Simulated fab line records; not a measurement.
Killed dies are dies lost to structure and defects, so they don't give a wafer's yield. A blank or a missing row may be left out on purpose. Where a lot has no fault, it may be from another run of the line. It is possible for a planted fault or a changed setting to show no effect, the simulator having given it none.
Comparing a struck lot with a sound one | flow n5 finfet | 39 steps out of a route of 1938
Sound: these wafers, L658.1, L658.3, L658.6. Struck: wafer L672.1 (left out: L672.2, a lot-mate that was not struck); the cause follows at the end.
Per side, at each step with rows, come the tool, then ch with its chambers, and then its first start. Under that, the readings that differ: sound wafers | struck wafers | difference of the means | sigmas: that difference in standard deviations of wafers without a fault.
alike: same words and numbers on both sides, and readings whose means sit less than 2 such deviations apart. not compared: any withheld reading, any reading some wafer has no value for, any bound like >300 that may hide the same value, and any number with overlapping values for which the record gives no deviation.
A row with sigmas, a row that says differs or no value, or rows on one side alone: a step with any of these is where the two part. Non-overlapping numbers with no deviation appear without sigmas and do not part them. A reading that every wafer of one side lacks parts them only if that side has two wafers or more.

first, 11 steps without rows for these wafers: N5_ZERO_LAYER_HMDS_04 (time 60 s); N5_ZERO_LAYER_COAT_05 (resist thk 1000 nm); N5_ZERO_LAYER_EBR_07; N5_ZERO_LAYER_SOFTBAKE_06 (time 90 s); N5_ZERO_LAYER_EXPOSE_08 (exposes mask ZERO, defocus 0 nm, target cd 2000 nm); N5_ZERO_LAYER_PEB_09; N5_ZERO_LAYER_DEVELOP_10 (develop time 60 s); N5_ZERO_LAYER_HARDBAKE_23 (time 120 s); N5_ZERO_LAYER_DESCUM_16 (chemistry O2, time 7.9 s); N5_ZERO_LAYER_ETCH_17 (etches SiO2 in CF4, target depth 12 nm, time 13.3 s); N5_ZERO_LAYER_ETCH_18 (etches Si in HBr/Cl2, target depth 120 nm, time 40 s).
N5_ZERO_LAYER_STRIP_24: strips in O2.
  sound on plasma asher-02 ch 0,1, day 2 18:53; struck on plasma asher-02 ch 1, day 6 06:53
  reading                      | sound             | struck | difference | sigmas
  heater power w (W)           | 383 314 399       | 306    | -59        | -2
  strip time to endpoint s (s) | 43.94 43.97 43.90 | 43.74  | -0.20      | -2
  alike: drypump motor current A, oes product au, temp c
  not compared: rf hours counter h
then, 1 step without rows for these wafers: N5_ZERO_LAYER_STRIP_19 (strips in SPM, time 900 s).
N5_ZERO_LAYER_INSPECT_20: inspects for defects (darkfield).
  sound on defect inspect-01 at day 2 19:15; struck on defect inspect-02 at day 6 07:15
  reading          | sound    | struck | difference | sigmas
  raw defect count | 62 46 43 | 324    | +274       | +14
then, 8 steps without rows for these wafers: N5_WELL_APT_HMDS_01 (time 60 s); N5_WELL_APT_COAT_02 (resist thk 950 nm); N5_WELL_APT_EBR_04; N5_WELL_APT_SOFTBAKE_03 (time 60 s); N5_WELL_APT_EXPOSE_05 (exposes mask NWELL, defocus 0 nm, target cd 200 nm); N5_WELL_APT_PEB_06 (peb time 90 s); N5_WELL_APT_DEVELOP_07 (develop time 45 s); N5_WELL_APT_HARDBAKE_12 (time 120 s).
N5_WELL_APT_INSPECT_10: inspects for defects (macro).
  sound on defect inspect-01 at day 2 19:37; struck on defect inspect-02 at day 6 07:37
  reading          | sound | struck | difference | sigmas
  raw defect count | 1 5 3 | >300   | differs    |
then, 12 steps without rows for these wafers: N5_WELL_APT_DESCUM_13 (chemistry O2, time 7.9 s); N5_WELL_APT_IMPLANT_14; N5_WELL_APT_IMPLANT_15; N5_WELL_APT_STRIP_16 (strips in SPM, time 900 s); N5_WELL_APT_HMDS_18 (time 60 s); N5_WELL_APT_COAT_19 (resist thk 950 nm); N5_WELL_APT_EBR_21; N5_WELL_APT_SOFTBAKE_20 (time 60 s); N5_WELL_APT_EXPOSE_22 (exposes mask PWELL, defocus 0 nm, target cd 200 nm); N5_WELL_APT_PEB_23 (peb time 90 s); N5_WELL_APT_DEVELOP_24 (develop time 45 s); N5_WELL_APT_HARDBAKE_29 (time 120 s).
N5_WELL_APT_INSPECT_27: inspects for defects (macro).
  sound on defect inspect-02 at day 2 20:59; struck on defect inspect-01 at day 6 08:44
  reading          | sound | struck | difference | sigmas
  raw defect count | 3 2 4 | >300   | differs    |
then, 1 step without rows for these wafers: N5_WELL_APT_DESCUM_30 (chemistry O2, time 7.9 s).
N5_WELL_APT_INSPECT_38: inspects for defects (darkfield).
  sound on defect inspect-02 at day 2 22:40; struck on defect inspect-01 at day 6 10:35
  reading          | sound   | struck | difference | sigmas
  raw defect count | 12 7 10 | 327    | +317       | +63
-- here the record skips 12 days between the struck wafers' starts before and after, leaving off in module WELL_APT and picking up in module PASSIVATION (first step shown: number 1936 of the route) --
N5_PASSIVATION_PROBE_49:
  the record has rows for the struck wafers here (prober-02, day 18 02:57) and none for the sound ones

## WHERE THEY PART
Last at N5_PASSIVATION_PROBE_49 as far as this record goes, first at N5_ZERO_LAYER_STRIP_24.

WHY: whatever the simulator had introduced
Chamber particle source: plasma asher-02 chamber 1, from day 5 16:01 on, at N5_ZERO_LAYER_STRIP_24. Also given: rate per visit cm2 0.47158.
